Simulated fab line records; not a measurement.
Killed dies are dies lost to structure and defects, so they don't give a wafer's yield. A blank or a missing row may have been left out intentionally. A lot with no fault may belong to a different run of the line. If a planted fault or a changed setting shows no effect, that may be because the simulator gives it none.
Code-filled problem report in 8D (eight disciplines) form    flow nand harc    the parts of the form that need people (team, actions taken, sign-off) are left out

1. WHAT WENT WRONG
Wafers without a fault read 224, standard deviation 76; raw defect count at NHARC_P_STI_INSPECT_25 reads a mean of 610 on 9 wafers belonging to 3 lots. Relative to the usual mean, that is a shift of +5.1 standard deviations.
Earliest sighting: wafer L696.1 on defect inspect-02 at day 5 22:55. The record has a number at this step for 36 wafers belonging to 12 lots. Rule for "out" (also "out of limits"): further than 4 standard deviations from the usual mean. Any other wafer with a number is counted as sound.

2. WHAT IT IS, WHAT IT ISN'T
question                     is                                    is not
which readings at this step  raw defect count                      -
which lots                   L696, L700, L701                      L687, L689, L690, L694, L695, L705, L706, L708, L710
which wafers of those lots   all that have a number                -
read on which gauges         defect inspect-01, defect inspect-02  -
when                         from day 5 22:55                      up to then (15 sound wafers); but 12 sound wafers of L705, L706, L708, L710 came after

3. SUSPECTS, AND WHAT RULES EACH OUT
Counting: any tool at a process step up to the reading is kept as a suspect provided that every lot that is out went through it and no sound lot did after the first of them.
- the gauge at NHARC_P_STI_INSPECT_25 has been ruled out. Those wafers that are out were read across 2 gauges (defect inspect-01, defect inspect-02).
- wet bench-04 at NHARC_P_STI_STRIP_24 (strips Si3N4 in H3PO4): kept. All lots that are out passed through it, beginning with L696 at day 5 15:50, and no sound lot followed; its final sound lot before that point was L695 at day 5 09:36.
Remaining after the count: wet bench-04 at NHARC_P_STI_STRIP_24.

4. THE CAUSE (what the simulator had put in)
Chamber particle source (wet bench-04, NHARC_P_STI_STRIP_24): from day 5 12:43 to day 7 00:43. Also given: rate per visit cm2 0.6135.
After counting, this tool was the only one left.

5. THE EFFECT CHAIN, in route order
Each row: a reading where the mean over the struck wafers with a number is more than 3 standard deviations away from the usual. Readings are gone through only where the record gives a usual standard deviation; hours: the median, over the lots, of the time from a lot's start at the first step in this table giving one to that lot's start at this step; sigmas: the change measured in usual standard deviations.
hours  step                     reading              usual  on struck wafers  change  sigmas
0      NHARC_P_STI_INSPECT_25   raw defect count     224    610               +386    +5.1
22     NHARC_P_GATE_INSPECT_28  raw defect count     6.0    401.4             +395.4  +99 or more
43     NHARC_P_GATE_INSPECT_68  raw defect count     211    581               +370    +5.1
370    NHARC_END_SORT_01        killed at periphery  3.8    71.0              +67.2   +24
370    NHARC_END_SORT_01        killed dies          33     103               +70     +5.8

6. WHAT WOULD HAVE CAUGHT IT SOONER
The first out-of-limits reading at a measuring or inspecting step in this record came at day 5 22:55, 10 hours after the fault's start at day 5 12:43.
L700, L701, from the lots that are out (3), started NHARC_P_STI_STRIP_24 on wet bench-04 later than day 5 22:55. A hold on the tool at that time would have spared those 2.
